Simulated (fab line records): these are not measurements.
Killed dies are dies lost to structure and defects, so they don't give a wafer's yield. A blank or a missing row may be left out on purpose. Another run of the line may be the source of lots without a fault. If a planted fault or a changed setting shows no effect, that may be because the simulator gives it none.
A lot that was struck, set against a sound lot | flow nand-harc | 15 steps out of a route of 1159
Sound: the wafers L709.3, L709.5, L709.6. Wafers L713.1, L713.2, L713.5 were the ones struck. The cause comes at the end.
At each step with rows: each side's tool, then ch and its chambers, then its first start. Under that, the readings that differ: sound wafers | struck wafers | difference of the means | sigmas: that difference in standard deviations of wafers without a fault.
alike: readings whose means differ by less than 2 such deviations, and words and numbers that are the same on both sides. not compared: withheld readings, readings that some wafer has no value for, bounds like >300 that may hide the same value, and numbers for which the record gives no deviation and whose values overlap.
The two part at a step that has a row with sigmas, a row that says differs or no value, or rows on one side only. Numbers that have no deviation but don't overlap get no sigmas and don't part them. A reading that every wafer of one side lacks parts them only if that side has two wafers or more.

first, 8 steps without rows for these wafers: NHARC_A_CONTACT_COAT_34 (time 75 s); NHARC_A_CONTACT_COAT_35 (time 65 s); NHARC_A_CONTACT_COAT_36 (resist thk 90 nm); NHARC_A_CONTACT_SOFTBAKE_37 (time 55 s); NHARC_A_CONTACT_EBR_38; NHARC_A_CONTACT_EXPOSE_39 (exposes mask A CC 3); NHARC_A_CONTACT_PEB_40 (peb time 65 s); NHARC_A_CONTACT_DEVELOP_41 (develop time 35 s).
NHARC_A_CONTACT_CD_MEAS_42: target cd 200 nm.
  sound on cd-sem-01 ch 0, day 18 23:50; struck on cd-sem-01 ch 0, day 20 16:56
  alike: cd-nm
NHARC_A_CONTACT_OVL_MEAS_43:
  sound on overlay-02, day 18 23:55; struck on overlay-02, day 20 17:02
  reading           | sound          | struck      | difference | sigmas
  overlay-y-nm (nm) | -1.4 -1.7 -1.3 | 0.6 0.7 0.5 | +2.1       | +2
  alike: overlay-x-nm
NHARC_A_CONTACT_INSPECT_44:
  sound on defect-inspect-02, day 18 23:58; struck on defect-inspect-01, day 20 17:04
  alike: raw-defect-count
NHARC_A_CONTACT_DESCUM_47: chemistry O2, time 3 s.
  sound on rie-diel-12 ch 0,1,2, day 19 00:02; struck on rie-diel-12 ch 1,2,3, day 20 17:07
  alike: drypump-motor-current-A, oes-product-au, rf-vpp-V, showerhead-plenum-p-Torr, throttle-valve-pct
  not compared: rf-hours-counter-h
NHARC_A_CONTACT_ETCH_48: etches the open film in CF4, target depth 39 nm, time 65 s.
  sound on rie-diel-12 ch 0,3, day 19 00:14; struck on rie-diel-12 ch 0,1, day 20 17:13
  reading          | sound          | struck         | difference                    | sigmas
  bias-w (W)       | 99.9 99.5 99.7 | - - -          | no value on the struck wafers |
  run-length-s (s) | 86.1 86.2 85.7 | 66.1 66.9 66.1 | -19.6                         | -47
  alike: drypump-motor-current-A, oes-product-au, rf-vpp-V, showerhead-plenum-p-Torr, throttle-valve-pct
  not compared: rf-hours-counter-h
NHARC_A_CONTACT_ETCH_49: etches the open film in N2/H2, target depth 260 nm, time 475.3 s.
  sound on rie-diel-12 ch 0,3; struck on rie-diel-12 ch 0,1,2
  alike: bias-w, drypump-motor-current-A, oes-product-au, rf-vpp-V, run-length-s, showerhead-plenum-p-Torr, throttle-valve-pct
  not compared: rf-hours-counter-h
-- break in the record here, with 3 days between the starts of the struck wafers on either side (left off in module A_CONTACT, picked up again in module END, where the first step shown is number 1159 on the route) --
NHARC_END_SORT_01:
  at this point the record logs the struck wafers (prober-02 ch 0, day 24 03:44) and has no rows for the sound ones

## WHERE THEY PART
First at NHARC_A_CONTACT_OVL_MEAS_43; last, within this record, at NHARC_END_SORT_01.

WHY: whatever the simulator had introduced
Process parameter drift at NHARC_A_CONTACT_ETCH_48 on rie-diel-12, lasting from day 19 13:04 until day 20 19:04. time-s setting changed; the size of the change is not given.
